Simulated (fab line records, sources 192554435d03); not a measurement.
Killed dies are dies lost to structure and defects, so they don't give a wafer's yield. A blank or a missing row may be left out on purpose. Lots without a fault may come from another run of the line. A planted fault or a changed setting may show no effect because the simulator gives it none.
Which tool did it? | flow n5_finfet | 24 lots, 72 wafers sampled, at 2 steps of a route of 1938

WHAT THE GAUGES READ, wafer by wafer
N5_FIN_SAQP_CD_MEAS_16: target cd 35.6 nm. Usual: cd_nm 35.7 nm, standard deviation 0.39.
lot  | measured    | on        | cd_nm (nm)     | flag
L074 | day 1 23:44 | cd_sem-03 | 35.2 35.4 35.2 |
L075 | day 2 04:26 | cd_sem-01 | 35.1 35.7 36.4 |
L076 | day 2 10:32 | cd_sem-01 | 35.1 35.8 36.0 |
L077 | day 2 17:41 | cd_sem-01 | 35.5 35.6 35.4 |
L078 | day 3 01:18 | cd_sem-03 | 36.4 35.9 35.5 |
L079 | day 3 03:44 | cd_sem-01 | 35.7 36.2 35.7 |
L080 | day 3 09:53 | cd_sem-01 | 36.0 35.3 35.6 |
L081 | day 3 16:56 | cd_sem-03 | 35.5 35.7 36.2 |
L082 | day 3 21:58 | cd_sem-01 | 35.5 35.3 35.4 |
L083 | day 4 05:20 | cd_sem-02 | 35.6 36.3 35.8 |
L084 | day 4 11:10 | cd_sem-03 | 34.8 35.1 34.9 |
L085 | day 4 19:24 | cd_sem-02 | 35.8 35.4 35.4 |
L086 | day 4 22:52 | cd_sem-03 | 36.3 35.7 35.8 |
L087 | day 5 04:45 | cd_sem-01 | 35.5 35.1 35.2 |
L088 | day 5 10:10 | cd_sem-01 | 36.2 36.1 35.1 |
L089 | day 5 17:15 | cd_sem-03 | 35.9 36.2 35.9 |
L090 | day 5 23:07 | cd_sem-03 | 36.0 36.0 35.8 |
L091 | day 6 03:46 | cd_sem-01 | 35.2 35.3 35.8 |
L092 | day 6 12:38 | cd_sem-01 | 36.1 35.8 35.9 |
L093 | day 6 17:59 | cd_sem-03 | 35.4 35.6 35.7 |
L094 | day 6 21:32 | cd_sem-03 | 35.8 35.9 35.3 |
L095 | day 7 03:11 | cd_sem-01 | 35.7 36.1 35.9 |
L096 | day 7 09:55 | cd_sem-02 | 35.6 35.1 35.2 |
L097 | day 7 15:42 | cd_sem-01 | 35.1 35.3 36.0 |

WHICH TOOL RAN EACH LOT (tool, then ch and the chambers of the sampled wafers, then the start)
lot  | N5_FIN_SAQP_PECVD_06
L074 | pecvd-03 ch 0,1,2, day 1 23:10
L075 | pecvd-04 ch 0,1,2, day 2 03:51
L076 | pecvd-03 ch 1,2, day 2 09:57
L077 | pecvd-03 ch 0,1,2, day 2 17:14
L078 | pecvd-03 ch 0,1,2, day 3 00:44
L079 | pecvd-04 ch 1,2, day 3 03:17
L080 | pecvd-04 ch 0,1,2, day 3 09:19
L081 | pecvd-01 ch 0,1,2, day 3 16:22
L082 | pecvd-03 ch 0,1,2, day 3 21:31
L083 | pecvd-03 ch 0,1, day 4 04:51
L084 | pecvd-03 ch 0,1,2, day 4 10:36
L085 | pecvd-04 ch 0,1,2, day 4 18:11
L086 | pecvd-03 ch 0,1,2, day 4 22:18
L087 | pecvd-04 ch 1,2, day 5 04:18
L088 | pecvd-01 ch 0,1, day 5 09:34
L089 | pecvd-01 ch 0,1,2, day 5 16:49
L090 | pecvd-01 ch 0,1, day 5 22:32
L091 | pecvd-04 ch 0,2, day 6 03:11
L092 | pecvd-01 ch 0,1, day 6 12:04
L093 | pecvd-01 ch 0,1,2, day 6 17:25
L094 | pecvd-01 ch 0,1, day 6 20:58
L095 | pecvd-01 ch 0,1,2, day 7 02:44
L096 | pecvd-01 ch 1,2, day 7 09:21
L097 | pecvd-03 ch 0,2, day 7 15:16
- N5_FIN_SAQP_PECVD_06: deposits a-Si from SiH4/He, target thk 60 nm, time 48.1 s.

WHAT THE TOOLS THEMSELVES READ (means of the sampled wafers that have a number; where no wafer has one, the mark that the record gives instead)
N5_FIN_SAQP_PECVD_06. Usual: heater_power_w 796 W, standard deviation 99; showerhead_plenum_p_Torr 5.68 Torr, standard deviation 0.052; showerhead_vpp_V 627 V, standard deviation 34; throttle_valve_pct 18.6 %, standard deviation 1.2.
lot  | tool     | heater_power_w (W) | showerhead_plenum_p_Torr (Torr) | showerhead_vpp_V (V) | throttle_valve_pct (%) | flag
L074 | pecvd-03 | 778                | 5.68                            | 618                  | 18.2                   |
L075 | pecvd-04 | 804                | 5.65                            | 658                  | 18.3                   |
L076 | pecvd-03 | 863                | 5.67                            | 611                  | 17.3                   |
L077 | pecvd-03 | 779                | 5.67                            | 626                  | 18.3                   |
L078 | pecvd-03 | 816                | 5.67                            | 616                  | 18.2                   |
L079 | pecvd-04 | 827                | 5.64                            | 679                  | 18.3                   |
L080 | pecvd-04 | 876                | 5.65                            | 656                  | 18.2                   |
L081 | pecvd-01 | 771                | 5.72                            | 611                  | 19.1                   |
L082 | pecvd-03 | 747                | 5.68                            | 621                  | 18.2                   |
L083 | pecvd-03 | 734                | 5.66                            | 627                  | 19.3                   |
L084 | pecvd-03 | 814                | 5.66                            | 630                  | 18.3                   |
L085 | pecvd-04 | 859                | 5.65                            | 650                  | 18.4                   |
L086 | pecvd-03 | 766                | 5.67                            | 616                  | 18.4                   |
L087 | pecvd-04 | 945                | 5.62                            | 695                  | 18.7                   |
L088 | pecvd-01 | 713                | 5.71                            | 596                  | 19.1                   |
L089 | pecvd-01 | 772                | 5.72                            | 610                  | 19.3                   |
L090 | pecvd-01 | 826                | 5.71                            | 591                  | 19.1                   |
L091 | pecvd-04 | 805                | 5.67                            | 643                  | 18.3                   |
L092 | pecvd-01 | 824                | 5.76                            | 615                  | 19.9                   |
L093 | pecvd-01 | 790                | 5.73                            | 616                  | 19.2                   |
L094 | pecvd-01 | 701                | 5.71                            | 588                  | 19.1                   |
L095 | pecvd-01 | 755                | 5.72                            | 614                  | 19.2                   |
L096 | pecvd-01 | 772                | 5.69                            | 613                  | 18.5                   |
L097 | pecvd-03 | 933                | 5.64                            | 630                  | 18.6                   |

THE ANSWER, worked out from the rows above alone
Rule: a lot is off if the mean of its wafers that have a number lies more than 3 standard deviations from the usual mean. A lot without any number at a reading at which 4 lots or more have one is off too. The other lots that the step has rows for count as sound. The gauges are gone through in route order, then the tools' own readings, and for those a lot's mean is taken as printed above. The first step at which some lot is off is used, and at that step the reading that is off furthest; a lot without a number counts as furthest.
No lot is off at any reading shown: from this, nothing can be told.

WHAT THE SIMULATOR HAD PUT IN
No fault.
